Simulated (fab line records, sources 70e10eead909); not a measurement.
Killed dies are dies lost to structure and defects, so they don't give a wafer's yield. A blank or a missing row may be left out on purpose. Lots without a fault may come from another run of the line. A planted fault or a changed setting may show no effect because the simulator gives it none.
Which tool did it? | flow nand_harc | 6 lots, 18 wafers sampled, at 5 steps of a route of 1159

WHAT THE GAUGES READ, wafer by wafer
NHARC_END_SORT_01.
lot  | measured     | on        | defect_limited_yield (%)
L262 | day 21 10:14 | prober-01 | 0 95.6 96.3

WHICH TOOL RAN EACH LOT (tool, then ch and the chambers of the sampled wafers, then the start)
lot  | NHARC_P_M0_DEP_00               | NHARC_A_BONDPAD_ETCH_24                       | NHARC_HYBRID_BOND_ACTIVATE_00      | NHARC_THIN_TSV_ETCH_36
L256 | pecvd-02 ch 1,2, day 6 01:04    | rie_diel-01 ch 0,1,2, day 18 14:31 or earlier | rie_diel-10 ch 1,2,3, day 18 14:31 | rie_metal-01 ch 0,1, day 19 11:55
L258 | pecvd-03 ch 0,1,2, day 6 18:55  | rie_diel-01 ch 1,2, day 18 21:42 or earlier   | rie_diel-04 ch 0,1,3, day 18 21:42 | rie_metal-02 ch 0,1, day 19 19:50
L259 | pecvd-03 ch 0,1,2, day 7 04:56  | rie_diel-13 ch 0,3, day 19 07:01              | rie_diel-04 ch 0,2,3, day 19 09:10 | rie_metal-02 ch 0,1, day 20 04:34
L262 | pecvd-03 ch 0,1,2, day 7 15:28  | rie_diel-01 ch 0,3, day 20 04:22 or earlier   | rie_diel-11 ch 1,3, day 20 04:22   | rie_metal-01 ch 0,1, day 20 23:17
L273 | pecvd-02 ch 0,1,2, day 10 18:22 | rie_diel-01 ch 1,2, day 22 17:24 or earlier   | rie_diel-10 ch 0,1,3, day 22 17:24 | rie_metal-03 ch 0,1, day 23 13:58
L276 | pecvd-02 ch 0,1, day 11 05:25   | rie_diel-01 ch 0,1, day 23 09:55 or earlier   | rie_diel-04 ch 2,3, day 23 09:55   | rie_metal-03 ch 0, day 24 07:05
- NHARC_P_M0_DEP_00: deposits SiOC, target thk 150 nm.
- NHARC_A_BONDPAD_ETCH_24: etches the open film in CF4/N2, target depth 30 nm, time 72.99 s.
- NHARC_HYBRID_BOND_ACTIVATE_00: chemistry N2, time 60 s.
- NHARC_THIN_TSV_ETCH_36: etches the open film in Cl2/BCl3, target depth 65 nm, time 18.571 s.

THE ANSWER, worked out from the rows above alone
Rule: what is usual is taken from the lots themselves. Put in order of their means at a reading, lots are off if they are a third of the lots or fewer, leave a main group of 4 or more, and stand apart from it by a gap of 3 or more times the standard deviation of the main group's means; of several such gaps the widest counts. A main group whose means are all the same, to the digits that the tables above print for the reading, isn't used. A lot without any number at a reading at which 4 lots or more have one is off too. The other lots that the step has rows for count as sound.
No lot is off at any reading shown: from this, nothing can be told.

WHAT THE SIMULATOR HAD PUT IN
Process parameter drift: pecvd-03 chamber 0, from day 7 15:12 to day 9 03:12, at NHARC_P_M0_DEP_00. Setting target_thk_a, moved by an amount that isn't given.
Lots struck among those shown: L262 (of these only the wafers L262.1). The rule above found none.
